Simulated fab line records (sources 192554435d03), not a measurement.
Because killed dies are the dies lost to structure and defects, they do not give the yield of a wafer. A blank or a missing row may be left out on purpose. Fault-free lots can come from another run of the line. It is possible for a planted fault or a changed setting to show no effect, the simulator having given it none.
A lot that was struck, set against a sound lot + flow n5Finfet + 27 out of 1938 route steps
Sound: wafers L744.3, L744.5, L744.6. Struck: wafer L756.6. (L756.2, L756.3 of the same lot were not struck and are left out.) The cause comes at the end.
For every step that has rows: the tool of each side, followed by ch and its chambers, followed by its first start. Under that, the readings that differ: sound wafers + struck wafers + difference of the means + sigmas: that difference in standard deviations of wafers without a fault.
alike: readings whose means differ by less than 2 such deviations, and words and numbers that are the same on both sides. not compared: withheld readings, readings that some wafer has no value for, bounds like >300 that may hide the same value, and numbers for which the record gives no deviation and whose values overlap.
Wherever a step has rows on one side only, a row that says differs or no value, or a row with sigmas, the two part there. Non-overlapping numbers with no deviation appear without sigmas and do not part them. Lack of a reading on every wafer of one side parts them only where that side has two or more wafers.

first, 4 steps without rows for these wafers: N5_MOL_CONTACT_COAG_SOFTBAKE_79 (time 60 s); N5_MOL_CONTACT_COAG_EXPOSE_81 (exposes mask VG, defocus 0 nm); N5_MOL_CONTACT_COAG_PEB_82 (peb time 60 s); N5_MOL_CONTACT_COAG_DEVELOP_83 (develop time 30 s).
N5_MOL_CONTACT_COAG_CD_MEAS_84: the cd target is 25.1 nm.
  sound on cdSem-02 ch 0, day 6 03:14; struck on cdSem-01 ch 0, day 9 01:47
  alike: cdNm
N5_MOL_CONTACT_COAG_OVL_MEAS_85:
  sound on overlay-01 ch 0, day 6 03:17; struck on overlay-01 ch 0, day 9 01:49
  alike: VG_OVL
N5_MOL_CONTACT_COAG_INSPECT_57: inspects for defects (brightfield).
  sound: defectInspect-01 at day 6 03:20; struck: defectInspect-02 at day 9 01:52
  alike: rawDefectCount
N5_MOL_CONTACT_COAG_DESCUM_88: chemistry O2, time 7 s.
  sound on rieDiel-01 ch 0,1,3, day 6 03:22; struck on rieDiel-01 ch 0, day 9 02:24
  alike: biasPowerW, drypumpMotorCurrentA, oesProductAu, rfVppV, showerheadPlenumPTorr, throttleValvePct
  not compared: rfHoursCounterH
N5_MOL_CONTACT_COAG_ETCH_89: etches underlayer in N2/H2, target depth 13 nm, time 10.4 s.
  sound on rieDiel-01 ch 0,1,3, day 6 03:24; struck on rieDiel-01 ch 0, day 9 02:26
  alike: drypumpMotorCurrentA, etchRfOnTimeS, n2FlowSccm, oesProductAu, rfVppV, showerheadPlenumPTorr, throttleValvePct
  not compared: rfHoursCounterH
then, 3 steps without rows for these wafers: N5_MOL_CONTACT_COAG_ETCH_90 (etches SiARC in CF4, target depth 13 nm, time 21.7 s); N5_MOL_CONTACT_COAG_ALD_131 (deposits SiO2, target thk 5 nm, pulse time 1 s, co reactant pulse time 1 s); N5_MOL_CONTACT_COAG_ETCHBACK_132 (etches SiO2 in CHF3, target depth 10 nm, time 6.7 s).
N5_MOL_CONTACT_COAG_ETCH_91: etches SOC in N2/H2, target depth 60 nm, overetch 21 nm, time 101.2 s.
  sound on rieDiel-03 ch 2,3, day 6 03:43; struck on rieDiel-03 ch 3, day 9 02:46
| reading                                            | sound     | struck | difference | sigmas |
|----------------------------------------------------|-----------|--------|------------|--------|
| model.SiARC_of_MOL_CONTACT_COAG_COAT_76.thkNm (nm) | 5.8 5.8 6 | 4      | -2         |        |
  alike: drypumpMotorCurrentA, n2FlowSccm, oesProductAu, rfVppV, showerheadPlenumPTorr, throttleValvePct
  not compared: rfHoursCounterH
then, 2 steps without rows for these wafers: N5_MOL_CONTACT_COAG_STRIP_92 (strips in N2/H2); N5_MOL_CONTACT_COAG_STRIP_93 (strips in N2/H2).
N5_MOL_CONTACT_COAG_ETCHBACK_135: etches SiO2 in CHF3, target depth 25 nm, time 16.7 s.
  sound on rieDiel-03 ch 2,3, day 6 03:49; struck on rieDiel-03 ch 3, day 9 02:51
  alike: drypumpMotorCurrentA, oesProductAu, rfVppV, showerheadPlenumPTorr, throttleValvePct
  not compared: rfHoursCounterH
then, 1 step without rows for these wafers: N5_MOL_CONTACT_COAG_STRIP_118 (strips in CHF3).
N5_MOL_CONTACT_COAG_VIA_ETCH_46: etches SiO2 in C4F6/O2, target depth 46 nm, overetch 9.2 nm, time 40 s.
  sound on rieDiel-03 ch 2,3, day 6 03:50; struck on rieDiel-03 ch 3, day 9 02:53
  alike: drypumpMotorCurrentA, oesProductAu, rfVppV, showerheadPlenumPTorr, throttleValvePct
  not compared: rfHoursCounterH
then, 2 steps without rows for these wafers: N5_MOL_CONTACT_COAG_STRIP_96 (strips in N2/H2); N5_MOL_CONTACT_COAG_ETCH_47 (etches SiNx in CH3F/O2, stops on W, target depth 27 nm).
N5_MOL_CONTACT_COAG_STRIP_119: strips in N2/H2, time 30 s.
  sound on plasmaAsher-01 ch 0,1, day 6 04:04; struck on plasmaAsher-02 ch 1, day 9 03:04
  alike: drypumpMotorCurrentA, heaterPowerW, n2FlowSccm
  not compared: rfHoursCounterH
then, 2 steps without rows for these wafers: N5_MOL_CONTACT_COAG_PRECLEAN_144 (cleans in alkaline clean, time 60 s); N5_MOL_CONTACT_COAG_SRD_145 (time 30 s).
N5_MOL_CONTACT_COAG_CD_MEAS_137: the cd target is 16 nm.
  sound: cdSem-03 at day 6 04:11; struck: cdSem-03 at day 9 03:13
| reading   | sound          | struck | difference | sigmas |
|-----------|----------------|--------|------------|--------|
| cdNm (nm) | 16.9 16.7 15.4 | 17.3   | +1.0       | +2     |
then, 1 step without rows for these wafers: N5_MOL_CONTACT_COAG_COAT_62 (time 60 s, resist thk 60 nm).
-- record jumps: 4 days separate the struck wafers' starts on either side; left off in module MOL_CONTACT_COAG, taken up again in module BEOL_M4, whose first shown step is the route's number 1111 --
N5_BEOL_M4_RC_MEAS_101:
  sound on prober-01 ch 0, day 9 02:13; struck on prober-01 ch 0, day 12 21:37
  alike: DIBL_N, DIBL_P, IOFF_N, IOFF_P, ION_N, ION_P, SS_N, SS_P, VT_N, VT_P
-- a jump in the record: the struck wafers' starts before and after are 5 days apart (it breaks off in module BEOL_M4 and resumes in module PASSIVATION, where the first step shown is number 1936 of the route) --
N5_PASSIVATION_PROBE_49:
  sound: prober-01 at day 14 01:05; struck: prober-01 at day 17 14:52
  alike: defectLimitedYield, killed_at_M0_to_M3, killed_at_M4_up, killedAtContacts, killedAtFrontEnd, killedAtOther, killedDies, killedOpen, killedShort, sort_bin_5_function, sort_bin_6_memory, sort_bin_8_speed, sortNPass, sortYieldPct

== WHERE THEY PART ==
Only at N5_MOL_CONTACT_COAG_CD_MEAS_137, as far as this record shows. Later steps at which nothing parts them and some readings are alike: N5_BEOL_M4_RC_MEAS_101, N5_PASSIVATION_PROBE_49.

WHY: whatever the simulator had introduced
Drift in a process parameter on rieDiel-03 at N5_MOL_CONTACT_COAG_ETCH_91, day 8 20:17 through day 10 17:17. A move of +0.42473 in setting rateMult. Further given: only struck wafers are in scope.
